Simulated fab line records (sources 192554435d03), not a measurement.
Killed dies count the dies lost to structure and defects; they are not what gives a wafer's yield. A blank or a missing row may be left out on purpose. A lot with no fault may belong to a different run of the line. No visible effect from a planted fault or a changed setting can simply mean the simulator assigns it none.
A struck lot beside a sound one || flow n5-finfet || 22 steps out of a route of 1938
Sound: wafers L698.3, L698.5, L698.6. Wafers L709.2, L709.5, L709.6 were the ones struck. The cause is named last.
Per side, at each step with rows, come the tool, then ch with its chambers, and then its first start. Under that, the readings that differ: sound wafers || struck wafers || difference of the means || sigmas: that difference in standard deviations of wafers without a fault.
alike: a reading whose means differ by less than 2 such deviations, as well as words and numbers matching on both sides. not compared: withheld readings; readings where some wafer has no value; bounds like >300 that might hide an equal value; numbers whose values overlap and for which the record gives no deviation.
A row with sigmas, a row that says differs or no value, or rows on one side alone: a step with any of these is where the two part. Numbers that don't overlap but have no deviation are shown without sigmas and don't part them. A reading missing from all wafers of one side parts the sides only when that side holds two or more wafers.

first, 9 steps without rows for these wafers: N5_BEOL_M3_PRE_CLEAN_60 (time 15 s); N5_BEOL_M3_CO_CAP_55 (material Co, precursor CCTBA/H2, target thk 2 nm, time 102.1 s); N5_BEOL_M3_PRE_CLEAN_56 (time 15 s); N5_BEOL_M3_DEP_57 (deposits SiCN from 3MS/NH3, target thk 8 nm, time 14 s); N5_BEOL_M4_ILD_DEP_00 (deposits SiOC from DEMS/O2, target thk 79 nm, time 15.3 s); N5_BEOL_M4_PECVD_72 (deposits SiO2 from TEOS/O2, target thk 16 nm, time 18 s); N5_BEOL_M4_HM_DEP_02 (deposits TiN, target thk 20 nm); N5_BEOL_M4_COAT_61 (time 60 s, resist thk 60 nm); N5_BEOL_M4_COAT_62 (time 60 s, resist thk 12 nm).
N5_BEOL_M4_COAT_73: time 60 s, resist thk 5 nm.
  sound on litho-track-04 ch 0, day 8 03:22; struck on litho-track-04 ch 0, day 11 11:50
{"reading": "spin-speed-rpm (rpm)", "sound": "1501.3 1500.8 1499.5", "struck": "1356.8 1356.5 1357.4", "difference": -143.6, "sigmas": "-99 or more"}
then, 7 steps without rows for these wafers: N5_BEOL_M4_COAT_05 (resist thk 30 nm); N5_BEOL_M4_EBR_07; N5_BEOL_M4_SOFTBAKE_06 (time 60 s); N5_BEOL_M4_EXPOSE_08 (exposes mask M4); N5_BEOL_M4_PEB_09 (peb time 60 s); N5_BEOL_M4_DEVELOP_10 (develop time 30 s); N5_BEOL_M4_DESCUM_16 (chemistry O2, time 7 s).
N5_BEOL_M4_ETCH_74: etches underlayer in N2/H2, target depth 6.5 nm, time 5.2 s.
  sound on rie-diel-05 ch 0,3, day 8 03:47; struck on rie-diel-06 ch 0,1,3, day 11 12:22
{"reading": "model.CAR-EUV_of_BEOL_M4_COAT_05.thk-nm (nm)", "sound": "20.4 20.4 20.2", "struck": "20 20 20", "difference": "+0", "sigmas": ""}
{"reading": "model.etch.depth-nm (nm)", "sound": "4.958 4.988 4.995", "struck": "5.256 5.245 5.241", "difference": "+0.267", "sigmas": ""}
  alike: drypump-motor-current-A, etch-rf-on-time-s, oes-product-au, rf-vpp-V, showerhead-plenum-p-Torr, throttle-valve-pct
  not compared: rf-hours-counter-h
N5_BEOL_M4_ETCH_63: etches SiARC in CF4, target depth 15.6 nm, time 26 s.
  sound on rie-diel-05 ch 0,3, day 8 03:49; struck on rie-diel-06 ch 0,1,3, day 11 12:23
{"reading": "model.CAR-EUV_of_BEOL_M4_COAT_05.thk-nm (nm)", "sound": "11.2 11.2 11", "struck": "10.8 10.8 10.8", "difference": -0.3, "sigmas": ""}
  alike: cf4-flow-sccm, drypump-motor-current-A, etch-rf-on-time-s, oes-product-au, rf-vpp-V, showerhead-plenum-p-Torr, throttle-valve-pct
  not compared: rf-hours-counter-h
then, 1 step without rows for these wafers: N5_BEOL_M4_ETCH_64 (etches SOC in N2/H2, target depth 75 nm, overetch 22.5 nm, time 121.9 s).
N5_BEOL_M4_RC_MEAS_101:
  sound on prober-02 ch 0, day 8 16:13; struck on prober-02 ch 0, day 11 21:52
  alike: DIBL_N, DIBL_P, IOFF_N, IOFF_P, ION_N, ION_P, SS_N, SS_P, VT_N, VT_P
-- a jump in the record: the struck wafers' starts before and after are 5 days apart (it breaks off in module BEOL_M4 and resumes in module PASSIVATION, where the first step shown is number 1936 of the route) --
N5_PASSIVATION_PROBE_49:
  only the struck wafers here have rows in the record (prober-01, day 16 16:43); the sound ones have none

## WHERE THEY PART
At N5_BEOL_M4_COAT_73 first; at N5_PASSIVATION_PROBE_49 last (within this record only).

WHY: what the simulator had put in
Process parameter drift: litho-track-04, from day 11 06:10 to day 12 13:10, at N5_BEOL_M4_COAT_73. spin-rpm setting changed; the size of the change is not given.
